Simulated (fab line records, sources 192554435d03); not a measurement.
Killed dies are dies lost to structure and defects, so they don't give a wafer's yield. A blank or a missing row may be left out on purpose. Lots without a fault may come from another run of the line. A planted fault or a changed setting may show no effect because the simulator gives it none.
Chamber matching | flow n5_finfet | N5_BEOL_M2_ALD_84 on ald_metal-03: 4 sister chambers
The step deposits TaN, pulse time 2 s, purge time 3 s, co reactant purge time 2 s. 4 wafers are shown with their chamber, then 7 later ones without.

WAFERS WITH THEIR CHAMBER
wafer  | chamber | heater_power_w (W)
L086.2 | 1       | 487
L087.5 | 2       | 487
L090.1 | 0       | 418
L090.2 | 3       | 336

WAFERS WITHOUT THEIR CHAMBER
wafer  | heater_power_w (W)
L090.6 | 410
L092.2 | 479
L092.4 | 468
L092.6 | 419
L094.1 | 471
L094.2 | 336
L094.4 | 481

WHICH CHAMBER EACH WENT THROUGH
wafer  | from the rows above     | in truth
L090.6 | 0                       | 0
L092.2 | can't be placed: 1 or 2 | 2
L092.4 | can't be placed: 1 or 2 | 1
L092.6 | 0                       | 0
L094.1 | can't be placed: 1 or 2 | 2
L094.2 | 3                       | 3
L094.4 | can't be placed: 1 or 2 | 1
Placed correctly: 3 of 7. Can't be placed from these rows: 4 (the true chamber is among the candidates in 4). Placed wrongly: 0.
How it was worked out, from the rows above alone: a wafer's distance from a chamber is the root of the sum, over the readings, of the square of ((its reading less the chamber's mean) divided by the reading's scatter). The wafer belongs to the nearest chamber; if the next one is less than 2 further off, it can't be placed. A chamber's mean is the mean of its shown wafers. The scatter: with one shown wafer a chamber, the root of the mean of the squares of how far each hidden wafer lies from its nearest shown one.
